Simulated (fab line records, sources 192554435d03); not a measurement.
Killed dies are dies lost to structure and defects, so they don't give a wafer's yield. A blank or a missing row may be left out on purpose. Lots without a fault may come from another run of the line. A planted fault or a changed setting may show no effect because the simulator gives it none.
Chamber matching | flow n5_finfet | N5_BEOL_M1_ILD_DEP_00 on pecvd-02: 3 sister chambers
The step deposits SiOC from DEMS/O2, target thk 79 nm, time 15.3 s. 14 wafers are shown with their chamber, then 7 later ones without.

WAFERS WITH THEIR CHAMBER
wafer  | chamber | throttle_valve_pct (%) | heater_power_w (W) | showerhead_plenum_p_Torr (Torr)
L077.1 | 1       | 12.2                   | 559                | 5.709
L077.5 | 0       | 12.5                   | 377                | 5.718
L077.6 | 1       | 12.1                   | 568                | 5.685
L078.1 | 0       | 12.7                   | 367                | 5.693
L078.3 | 1       | 11.8                   | 534                | 5.703
L078.6 | 0       | 12.5                   | 371                | 5.711
L081.2 | 2       | 11.3                   | 353                | 5.696
L081.4 | 0       | 12.9                   | 378                | 5.699
L081.5 | 1       | 11.9                   | 531                | 5.707
L084.2 | 2       | 11.0                   | 454                | 5.699
L084.4 | 0       | 12.8                   | 376                | 5.713
L084.6 | 2       | 11.2                   | 458                | 5.706
L089.1 | 1       | 12.1                   | 561                | 5.703
L089.2 | 2       | 11.3                   | 379                | 5.688

SIGNATURES (means of the wafers above)
reading                  | chamber 0 | chamber 1 | chamber 2 | scatter within a chamber
throttle_valve_pct       | 12.680    | 12.020    | 11.200    | 0.164
heater_power_w           | 373.80    | 550.60    | 411.00    | 29.7
showerhead_plenum_p_Torr | 5.70680   | 5.70140   | 5.69725   | 0.00936
Rule: a wafer's distance from a chamber is the root of the sum, over the readings, of the square of ((its reading less the chamber's mean) divided by the reading's scatter). The wafer belongs to the nearest chamber; if the next one is less than 2 further off, it can't be placed. The scatter: the root of (the sum of the squares of (reading less its chamber's mean) over the shown wafers, divided by (wafers less chambers)).

WAFERS WITHOUT THEIR CHAMBER
wafer  | throttle_valve_pct (%) | heater_power_w (W) | showerhead_plenum_p_Torr (Torr)
L089.3 | 12.6                   | 401                | 5.699
L092.4 | 11.3                   | 459                | 5.690
L092.5 | 12.0                   | 501                | 5.693
L092.6 | 12.9                   | 445                | 5.682
L096.1 | 11.3                   | 374                | 5.710
L096.3 | 12.6                   | 444                | 5.703
L096.5 | 11.9                   | 515                | 5.705

WHICH CHAMBER EACH WENT THROUGH
wafer  | from the rows above | in truth
L089.3 | 0                   | 0
L092.4 | 2                   | 2
L092.5 | 1                   | 1
L092.6 | 0                   | 0
L096.1 | 2                   | 2
L096.3 | 0                   | 0
L096.5 | 1                   | 1
Placed correctly: 7 of 7. Can't be placed from these rows: 0. Placed wrongly: 0.
